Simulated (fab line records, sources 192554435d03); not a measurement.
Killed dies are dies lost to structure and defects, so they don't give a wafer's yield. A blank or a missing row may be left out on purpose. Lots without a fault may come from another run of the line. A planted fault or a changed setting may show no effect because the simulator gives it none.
fab line records | flow n5_finfet | part 1 of 2: steps 1 to 15 of 16
record lots=6 wafers=18 last_day=17
route steps=1938 shown BEOL_M4@1055 PASSIVATION@1936
lots that met no fault: from a run of the same line without faults
start_h: hours from the record's first day to the start of the lot's first wafer shown | wait_h: hours since the lot's step before | " the same as in the row above | L1.1+2: a row that stands for several wafers | - no value, or no start given | * or withheld: withheld | < > ~ a bound
route shown NAME@n: a module of which the file shows steps, and the number in the route of the first | usual: mean/standard deviation of fault-free wafers | same: alike in all rows | chamber/n: place in a boat | sites: the reading at each site | _std_site: their standard deviation | _edge_site: outer sites' mean less inner sites' | radius_mm: how far each site lies from the wafer's centre | mask NAME#n: copy n | behind: the tool/chamber that last shaped the wafer | hold: why the lot was held/for how many hours/how that ended | device: the transistor (n, p or np) that didn't switch | end of line: the same wafers' tests at the end of the route | a step without rows: its recipe alone | killed: dies lost to structure and defects at the first sort, not the wafer's yield | map: a wafer's dies, x killed, . not, _ none there
set.NAME: the setting as run; set.NAME@STEP: as run at that earlier step | model.NAME: the simulator's own value behind a step, which no gauge read
lots at some steps of the route; a table a step, a row a wafer
services: from which hour (start_h, from the record's first day; less than 0 if before it) a tool's chamber was out of use, for how many hours, and why
## steps
# step N5_BEOL_M4_DEVELOP_27
# recipe develop_time_s=30 developer=TMAH resist=CAR-EUV rinse_liquid=surfactant_rinse dry=air_spin dev_temp_c=23
# step N5_BEOL_M4_CD_MEAS_28
# recipe target_cd_nm=26.2 landing_energy_ev=500 detector=se_inlens target_cd_y_nm=24.1 polarity=opening
# usual cd_nm=26.19/0.24
# columns lot.wafer tool chamber start_h wait_h cd_nm
L627.3 cd_sem-01 0 176.42 - 25.81
L627.5 " 0 " " 26.50
L627.6 " 0 " " 26.61
L639.1 cd_sem-03 0 251.73 - 26.30
L639.5 " 0 " " 26.00
L639.6 " 0 " " 26.09
L641.3 cd_sem-01 0 261.13 - 26.19
L641.4 " 0 " " 25.97
L641.6 " 0 " " 26.30
L644.2 cd_sem-03 0 285.89 - 26.30
L644.3 " 0 " " 26.05
L644.6 " 0 " " 26.11
L645.3 cd_sem-01 0 291.16 - 25.89
L645.4 " 0 " " 26.03
L645.5 " 0 " " 26.46
L646.2 cd_sem-02 0 291.57 - 26.67
L646.4 " 0 " " 26.72
L646.6 " 0 " " 26.37
# step N5_BEOL_M4_OVL_MEAS_29
# recipe points_per_wafer=522
# usual V3_OVL=-0.2/0.61
# columns lot.wafer tool chamber start_h wait_h V3_OVL[nm]
L627.3 overlay-01 0 176.46 0.0 0.4
L627.5 " 0 " " 0.7
L627.6 " 0 " " 0.2
L639.1 overlay-01 0 251.76 0.0 0.2
L639.5 " 0 " " -0.3
L639.6 " 0 " " -0.8
L641.3 overlay-01 0 261.17 0.0 -0.5
L641.4 " 0 " " -1.0
L641.6 " 0 " " -0.7
L644.2 overlay-01 0 285.93 0.0 -1.8
L644.3 " 0 " " -1.2
L644.6 " 0 " " -0.5
L645.3 overlay-01 0 291.20 0.0 0.3
L645.4 " 0 " " 1.1
L645.5 " 0 " " 0.2
L646.2 overlay-01 0 291.61 0.0 -0.3
L646.4 " 0 " " -0.6
L646.6 " 0 " " -0.9
# step N5_BEOL_M4_INSPECT_30
# recipe mode=adi inspect_instrument=brightfield
# usual raw_defect_count=406/94
# columns lot.wafer tool chamber start_h wait_h raw_defect_count
L627.3 defect_inspect-01 - 176.51 0.0 443
L627.5 " - " " 460
L627.6 " - " " 309
L639.1 defect_inspect-02 - 251.82 0.1 537
L639.5 " - " " 344
L639.6 " - " " 507
L641.3 defect_inspect-02 - 261.22 0.0 595
L641.4 " - " " 401
L641.6 " - " " 430
L644.2 defect_inspect-01 - 285.98 0.0 291
L644.3 " - " " 335
L644.6 " - " " 335
L645.3 defect_inspect-02 - 291.25 0.0 362
L645.4 " - " " 471
L645.5 " - " " 489
L646.2 defect_inspect-02 - 291.66 0.0 474
L646.4 " - " " 432
L646.6 " - " " 545
# step N5_BEOL_M4_DESCUM_33
# recipe chemistry=O2 time_s=7 source_power_w=50 bias_power_w=20 pressure_mtorr=20 rf_frequency_hz=2.712e+07 temp_c=40 resist=CAR-EUV o2_flow_sccm=225
# usual drypump_motor_current_A=5.6/0.52 oes_product_au=0.79/0.079 rf_fwd_power_W=49.31/0.25 rf_vpp_V=243.2/1.5 showerhead_plenum_p_Torr=2.10/0.078 temp_c=39.99/0.1 throttle_valve_pct=20.48/0.22
# columns lot.wafer tool chamber start_h wait_h drypump_motor_current_A oes_product_au rf_fwd_power_W rf_hours_counter_h rf_vpp_V showerhead_plenum_p_Torr temp_c throttle_valve_pct
L627.3 rie_diel-01 0 176.54 0.0 5.6 0.72 49.44 211 242.5 2.07 39.99 20.65
L627.5 " 2 " " 5.1 0.77 49.27 - 245.7 2.19 40.12 20.71
L627.6 " 3 " " 6.5 0.85 48.94 - 245.4 2.22 39.98 20.19
L639.1 rie_diel-01 0 253.25 1.4 5.6 0.71 49.51 236 242.3 2.06 39.72 20.69
L639.5 " 2 " " 5.1 0.76 48.91 - 243.8 2.18 40.18 20.73
L639.6 " 3 " " 6.5 0.82 48.92 - 245.9 2.21 39.92 20.23
L641.3 rie_diel-01 1 261.25 0.0 5.7 0.89 49.45 34 243.1 2.05 39.79 20.27
L641.4 " 2 " " 5.2 0.76 49.11 141 243.3 2.18 40.04 20.76
L641.6 " 3 " " 6.5 0.81 49.18 - 245.0 2.21 40.02 20.21
L644.2 rie_diel-01 1 286.01 0.0 5.7 0.87 49.65 42 242.0 2.05 40.09 20.28
L644.3 " 0 " " 5.6 0.69 49.40 246 242.0 2.06 40.03 20.69
L644.6 " 0 " " 5.6 0.70 49.57 - 242.3 2.06 40.11 20.70
L645.3 rie_diel-06 0 291.28 0.0 5.0 0.69 49.32 227 244.3 2.14 39.96 20.68
L645.4 " 3 " " 4.9 0.78 49.27 118 242.7 2.02 40.04 20.24
L645.5 " 3 " " 4.9 0.78 49.27 - 242.7 2.02 39.95 20.24
L646.2 rie_diel-03 1 291.92 0.3 4.8 0.76 49.26 138 241.0 2.02 40.09 20.17
L646.4 " 1 " " 4.9 0.76 49.29 - 242.7 2.02 39.97 20.18
L646.6 " 2 " " 5.7 0.68 49.38 - 240.1 1.97 39.93 20.69
# step N5_BEOL_M4_ETCH_77
# recipe chemistry=N2/H2 target=underlayer target_depth_a=65 mask_material=CAR-EUV time_s=5.2 ion_energy_ev=200 pressure_mtorr=30 source_w=840 bias_w=150 n2_flow_sccm=200 h2_flow_sccm=200 ends=cleared
# usual drypump_motor_current_A=5.6/0.52 etch_rf_on_time_s=5.20/0.12 oes_product_au=0.67/0.065 rf_fwd_power_W=819.2/2.8 rf_vpp_V=524/3.1 showerhead_plenum_p_Torr=2.54/0.095 throttle_valve_pct=17.88/0.25
# columns lot.wafer tool chamber start_h wait_h drypump_motor_current_A etch_rf_on_time_s oes_product_au rf_fwd_power_W rf_hours_counter_h rf_vpp_V showerhead_plenum_p_Torr throttle_valve_pct
L627.3 rie_diel-01 0 176.57 0.0 5.6 5.23 0.62 819.4 211 523 2.50 18.00
L627.5 " 2 " " 5.1 5.47 0.65 815.8 - 528 2.67 18.17
L627.6 " 3 " " 6.6 5.06 0.73 817.2 - 528 2.70 17.54
L639.1 rie_diel-01 0 253.28 0.0 5.6 5.21 0.61 817.3 236 523 2.49 18.05
L639.5 " 2 " " 5.1 5.44 0.64 813.9 - 526 2.66 18.23
L639.6 " 3 " " 6.5 5.05 0.72 815.6 - 529 2.68 17.57
L641.3 rie_diel-01 1 261.29 0.0 5.7 5.17 0.75 815.8 34 519 2.48 17.74
L641.4 " 2 " " 5.1 5.39 0.64 821.0 141 527 2.66 18.22
L641.6 " 3 " " 6.5 4.97 0.71 821.5 - 527 2.68 17.58
L644.2 rie_diel-01 1 286.05 0.0 5.7 5.21 0.74 822.0 42 524 2.48 17.75
L644.3 " 0 " " 5.6 5.23 0.60 823.7 246 522 2.49 18.06
L644.6 " 0 " " 5.6 5.22 0.60 823.6 - 523 2.49 18.06
L645.3 rie_diel-06 0 291.32 0.0 5.1 5.37 0.58 814.3 227 524 2.62 18.27
L645.4 " 3 " " 4.9 5.44 0.65 822.2 118 521 2.46 17.79
L645.5 " 3 " " 4.9 5.39 0.65 826.8 - 518 2.46 17.79
L646.2 rie_diel-03 1 291.96 0.0 4.9 5.29 0.65 820.0 138 520 2.44 17.50
L646.4 " 1 " " 4.8 5.31 0.65 818.2 - 521 2.44 17.50
L646.6 " 2 " " 5.8 5.22 0.57 816.2 - 521 2.39 18.10
# step N5_BEOL_M4_ETCH_69
# recipe chemistry=CF4 target=SiARC target_depth_a=156 mask_material=CAR-EUV time_s=26 ion_energy_ev=80 pressure_mtorr=40 source_w=545 bias_w=36 Ar_flow_sccm=100 cf4_flow_sccm=100 ends=cleared
# usual drypump_motor_current_A=5.6/0.52 etch_rf_on_time_s=26.0/0.58 oes_product_au=0.67/0.065 rf_fwd_power_W=532.2/2.3 rf_vpp_V=184.1/1.3 showerhead_plenum_p_Torr=2.14/0.075 throttle_valve_pct=15.63/0.26
# columns lot.wafer tool chamber start_h wait_h drypump_motor_current_A etch_rf_on_time_s oes_product_au rf_fwd_power_W rf_hours_counter_h rf_vpp_V showerhead_plenum_p_Torr throttle_valve_pct
L627.3 rie_diel-01 0 176.59 0.0 5.6 25.9 0.62 531.1 211 184.2 2.11 15.87
L627.5 " 2 " " 5.1 26.8 0.67 531.0 - 185.7 2.25 15.87
L627.6 " 3 " " 6.5 25.3 0.74 535.4 - 186.3 2.27 15.31
L639.1 rie_diel-01 0 253.30 0.0 5.6 25.5 0.61 533.9 236 183.9 2.11 15.90
L639.5 " 2 " " 5.1 26.5 0.65 530.2 - 186.7 2.24 15.93
L639.6 " 3 " " 6.5 24.9 0.72 528.3 - 186.0 2.26 15.36
L641.3 rie_diel-01 1 261.31 0.0 5.7 25.7 0.76 534.1 34 183.5 2.10 15.42
L641.4 " 2 " " 5.1 26.6 0.65 532.7 141 186.7 2.23 15.95
L641.6 " 3 " " 6.5 25.3 0.71 531.3 - 184.2 2.25 15.39
L644.2 rie_diel-01 1 286.06 0.0 5.8 25.6 0.75 535.4 42 182.6 2.10 15.42
L644.3 " 0 " " 5.6 26.3 0.59 532.5 246 182.4 2.10 15.92
L644.6 " 0 " " 5.6 26.0 0.60 534.2 - 184.4 2.10 15.92
L645.3 rie_diel-06 0 291.33 0.0 5.0 26.2 0.59 532.0 227 184.9 2.20 15.92
L645.4 " 3 " " 4.9 26.9 0.65 530.4 118 184.5 2.06 15.30
L645.5 " 3 " " 4.9 26.6 0.66 531.3 - 185.2 2.06 15.29
L646.2 rie_diel-03 1 291.97 0.0 4.8 26.7 0.64 529.2 138 184.2 2.06 15.33
L646.4 " 1 " " 4.8 26.3 0.65 532.1 - 182.7 2.06 15.32
L646.6 " 2 " " 5.8 26.5 0.57 530.3 - 181.0 2.04 15.96
# step N5_BEOL_M4_ALD_98
# recipe material=SiO2 target_thk_a=25 temp_c=100 ald_precursor_family=BDEAS ald_co_reactant=O2-plasma pulse_time_s=1 co_reactant_pulse_time_s=1 purge_time_s=2 co_reactant_purge_time_s=2 ald_cycles=17 pressure_torr=2
# step N5_BEOL_M4_ETCHBACK_99
# recipe chemistry=CHF3 target=SiO2 target_depth_a=50 time_s=10.4 source_w=215 bias_w=47 Ar_flow_sccm=200 CHF3_flow_sccm=12 ion_energy_ev=100 pressure_mtorr=30
# usual drypump_motor_current_A=5.5/0.49 oes_product_au=0.78/0.075 rf_fwd_power_W=212.2/1 rf_vpp_V=241/3.1 showerhead_plenum_p_Torr=2.14/0.073 throttle_valve_pct=17.07/0.24
# columns lot.wafer tool chamber start_h wait_h drypump_motor_current_A oes_product_au rf_fwd_power_W rf_hours_counter_h rf_vpp_V showerhead_plenum_p_Torr throttle_valve_pct
L627.3 rie_diel-03 2 178.04 1.3 5.8 0.70 212.6 210 241 2.05 17.31
L627.5 " 1 " " 4.8 0.80 211.6 - 241 2.10 16.79
L627.6 " 0 " " 6.3 0.70 212.6 - 242 2.21 17.27
L639.1 rie_diel-06 2 253.66 0.2 5.2 0.79 210.7 138 244 2.06 17.15
L639.5 " 3 " " 4.9 0.78 213.4 - 242 2.07 16.71
L639.6 " 2 " " 5.2 0.78 211.7 - 244 2.06 17.15
L641.3 rie_diel-06 0 265.52 4.1 5.1 0.70 212.1 218 236 2.21 17.33
L641.4 " 1 " " 5.4 0.76 212.7 131 245 2.17 17.15
L641.6 " 1 " " 5.4 0.76 213.2 - 245 2.17 17.14
L644.2 rie_diel-03 1 286.43 0.2 4.8 0.77 211.8 135 239 2.08 16.87
L644.3 " 3 " " 5.8 0.87 210.8 53 244 2.18 17.05
L644.6 " 3 " " 5.8 0.87 210.3 - 243 2.18 17.02
L645.3 rie_diel-03 3 291.56 0.1 5.8 0.86 210.2 56 241 2.18 17.04
L645.4 " 2 " " 5.8 0.68 211.8 - 241 2.04 17.38
L645.5 " 1 " " 4.8 0.76 212.1 - 241 2.08 16.85
L646.2 rie_diel-01 2 292.18 0.1 5.1 0.74 211.1 150 237 2.25 17.46
L646.4 " 3 " " 6.5 0.81 211.3 89 245 2.26 16.79
L646.6 " 0 " " 5.6 0.70 213.8 - 242 2.10 17.32
# step N5_BEOL_M4_ETCH_70
# recipe chemistry=N2/H2 target=SOC target_depth_a=800 overetch_a=240 mask_material=SiARC temp_c=40 time_s=130 ion_energy_ev=200 pressure_mtorr=30 source_w=840 bias_w=150 n2_flow_sccm=200 h2_flow_sccm=200
# usual drypump_motor_current_A=5.5/0.49 oes_product_au=0.58/0.053 rf_fwd_power_W=835.2/2.8 rf_vpp_V=523.4/2.6 showerhead_plenum_p_Torr=2.52/0.089 temp_c=40.00/0.11 throttle_valve_pct=17.84/0.25
# columns lot.wafer tool chamber start_h wait_h drypump_motor_current_A oes_product_au rf_fwd_power_W rf_hours_counter_h rf_vpp_V showerhead_plenum_p_Torr temp_c throttle_valve_pct
L627.3 rie_diel-03 2 178.08 0.0 5.8 0.52 836.7 210 520.6 2.41 40.09 17.98
L627.5 " 1 " " 4.8 0.60 834.6 - 520.9 2.45 40.11 17.38
L627.6 " 0 " " 6.2 0.51 838.8 - 525.9 2.62 39.90 18.12
L639.1 rie_diel-06 2 253.69 0.0 5.2 0.57 836.2 138 519.4 2.45 40.22 18.04
L639.5 " 3 " " 4.9 0.59 837.4 - 522.0 2.47 40.04 17.73
L639.6 " 2 " " 5.2 0.57 839.6 - 521.0 2.45 40.31 18.06
L641.3 rie_diel-06 0 265.56 0.0 5.1 0.52 832.9 218 525.5 2.62 39.93 18.21
L641.4 " 1 " " 5.4 0.56 838.2 131 524.9 2.54 40.04 17.76
L641.6 " 1 " " 5.4 0.56 834.2 - 524.0 2.54 40.07 17.75
L644.2 rie_diel-03 1 286.46 0.0 4.8 0.57 835.5 135 520.6 2.44 39.83 17.45
L644.3 " 3 " " 5.8 0.63 836.3 53 524.1 2.57 39.98 17.75
L644.6 " 3 " " 5.8 0.64 836.1 - 525.2 2.57 40.04 17.74
L645.3 rie_diel-03 3 291.59 0.0 5.8 0.63 833.3 56 525.7 2.57 39.98 17.74
L645.4 " 2 " " 5.8 0.50 836.0 - 521.5 2.39 40.11 18.05
L645.5 " 1 " " 4.8 0.56 835.3 - 519.8 2.44 39.95 17.47
L646.2 rie_diel-01 2 292.21 0.0 5.1 0.56 834.4 150 526.1 2.66 39.85 18.19
L646.4 " 3 " " 6.5 0.59 833.8 89 527.3 2.68 39.96 17.56
L646.6 " 0 " " 5.6 0.51 833.8 - 523.6 2.49 40.12 18.03
# step N5_BEOL_M4_STRIP_71
# recipe chemistry=N2/H2 temp_c=40 n2_flow_sccm=200 h2_flow_sccm=200 rf_frequency_hz=6e+07
# step N5_BEOL_M4_STRIP_78
# recipe chemistry=N2/H2 temp_c=40 n2_flow_sccm=200 h2_flow_sccm=200 rf_frequency_hz=6e+07
# step N5_BEOL_M4_VIA_ETCH_34
# recipe chemistry=C4F6/O2 target_depth_a=694 mask_material=SOC pressure_mtorr=15 ion_energy_ev=250 taper_deg=4 time_s=65.9 source_w=350 bias_w=170 Ar_flow_sccm=300 C4F6_flow_sccm=10 O2_flow_sccm=10
# usual drypump_motor_current_A=5.5/0.49 oes_product_au=0.78/0.075 rf_fwd_power_W=346.8/1.5 rf_vpp_V=667/7.9 showerhead_plenum_p_Torr=2.82/0.093 throttle_valve_pct=30.79/0.24
# columns lot.wafer tool chamber start_h wait_h drypump_motor_current_A oes_product_au rf_fwd_power_W rf_hours_counter_h rf_vpp_V showerhead_plenum_p_Torr throttle_valve_pct model.etch.depth_nm model.SOC_of_BEOL_M4_COAT_67.thk_nm
L627.3 rie_diel-03 2 178.19 0.0 5.8 0.70 346.9 210 669 2.72 31.07 68.28 51.8
L627.5 " 1 " " 4.8 0.79 347.4 - 665 2.77 30.56 68.41 51.8
L627.6 " 0 " " 6.3 0.70 350.3 - 668 2.91 30.93 69.31 51.8
L639.1 rie_diel-06 2 253.80 0.0 5.2 0.77 345.4 138 673 2.73 30.76 69.2 52
L639.5 " 3 " " 4.9 0.77 348.7 - 673 2.73 30.48 67.42 52.2
L639.6 " 2 " " 5.2 0.78 345.7 - 673 2.73 30.79 70.16 52
L641.3 rie_diel-06 0 265.67 0.0 5.0 0.71 346.1 218 650 2.92 31.06 69.4 51.4
L641.4 " 1 " " 5.4 0.77 346.2 132 676 2.87 30.96 69.79 51.8
L641.6 " 1 " " 5.4 0.77 345.8 - 677 2.87 30.95 69.91 51.6
L644.2 rie_diel-03 1 286.57 0.0 4.8 0.68 347.0 135 664 2.75 30.56 57.03 53
L644.3 " 3 " " 5.8 0.78 345.9 53 670 2.88 30.69 58.81 53
L644.6 " 3 " " 5.8 0.78 344.7 - 669 2.88 30.69 58.39 52.8
L645.3 rie_diel-03 3 291.70 0.0 5.8 0.77 344.1 56 670 2.88 30.68 58.48 53
L645.4 " 2 " " 5.8 0.60 347.0 - 668 2.70 31.12 56.98 53.2
L645.5 " 1 " " 4.9 0.68 347.6 - 663 2.75 30.58 56.94 53.2
L646.2 rie_diel-01 2 292.32 0.0 5.1 0.75 345.3 150 657 2.97 31.21 68.24 51.8
L646.4 " 3 " " 6.5 0.81 346.1 89 675 2.97 30.48 70.24 51.6
L646.6 " 0 " " 5.7 0.70 348.3 - 667 2.78 30.73 68.29 51.6
# step N5_BEOL_M4_STRIP_83
# recipe chemistry=C4F6/O2 resist=SiARC rf_frequency_hz=6e+07
# step N5_BEOL_M4_RC_MEAS_101
# usual DIBL_N=36.3/1.7 DIBL_P=36.5/1.8 IOFF_N=0.16/0.033 IOFF_P=0.21/0.037 ION_N=675/11 ION_P=462/7.9 SS_N=71.6/0.64 SS_P=73.3/0.68 VT_N=249/3.3 VT_P=-250/3.3
# columns lot.wafer tool chamber start_h wait_h DIBL_N[mV/V] DIBL_P[mV/V] IOFF_N[nA/um] IOFF_P[nA/um] ION_N[uA/um] ION_P[uA/um] SS_N[mV/dec] SS_P[mV/dec] VT_N[mV] VT_P[mV]
L627.3 prober-01 0 183.02 0.3 38.1 37.8 0.19 0.26 684 467 71.9 73.3 245 -249
L627.5 " 0 " " 38.4 38.6 0.19 0.27 680 468 72.2 74.1 247 -247
L627.6 " 0 " " 36.8 36.7 0.16 0.23 675 463 70.9 73.6 250 -248
L639.1 prober-02 0 258.55 0.0 38.2 36.6 0.16 0.17 658 441 72.6 73.6 252 -257
L639.5 " 0 " " 37.6 36.9 0.15 0.18 673 458 71.5 73.1 252 -254
L639.6 " 0 " " 36.9 35.5 0.14 0.17 658 450 71.8 74.0 252 -255
L641.3 prober-02 0 270.60 0.3 35.3 37.0 0.18 0.20 682 466 71.7 73.1 244 -251
L641.4 " 0 " " 37.3 39.7 0.21 0.24 679 456 71.7 73.4 247 -249
L641.6 " 0 " " 36.0 37.4 0.18 0.21 665 454 71.7 74.5 246 -249
L644.2 prober-02 0 291.79 0.2 37.9 38.5 0.21 0.22 690 462 72.2 73.7 245 -251
L644.3 " 0 " " 35.1 35.3 0.16 0.20 684 465 71.2 73.2 247 -254
L644.6 " 0 " " 39.6 40.9 0.26 0.30 693 471 72.1 75.5 242 -247
L646.2 prober-01 0 298.25 0.2 32.8 33.7 0.12 0.16 669 457 70.7 73.0 256 -253
L646.4 " 0 " " 34.1 35.2 0.14 0.18 660 457 71.2 72.9 252 -253
L646.6 " 0 " " 35.7 36.5 0.15 0.19 671 453 71.1 73.8 251 -254
L645.3 prober-02 0 298.49 0.3 40.3 39.9 0.24 0.24 693 461 73.0 74.6 246 -254
L645.4 " 0 " " 40.2 39.7 0.24 0.24 703 466 72.2 74.6 243 -249
L645.5 " 0 " " 36.1 35.1 0.14 0.17 676 458 71.3 72.9 251 -250
## key
first_sign none at tools or gauges
model_effect step=N5_BEOL_M4_VIA_ETCH_34 value=etch.depth_nm without=68.69 struck=57.77
met_at N5_BEOL_M4_VIA_ETCH_34
struck_wafers L644.2,L644.3,L644.6,L645.3,L645.4,L645.5
onset_between 178.19 286.57
also_fits N5_BEOL_M4_ETCHBACK_99:rie_diel-03,N5_BEOL_M4_ETCH_70:rie_diel-03
fault kind=process_parameter_drift tool=rie_diel-03 chamber=- onset_h=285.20 steps=N5_BEOL_M4_VIA_ETCH_34 channel=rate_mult offset=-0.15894 shape=step end_h=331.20
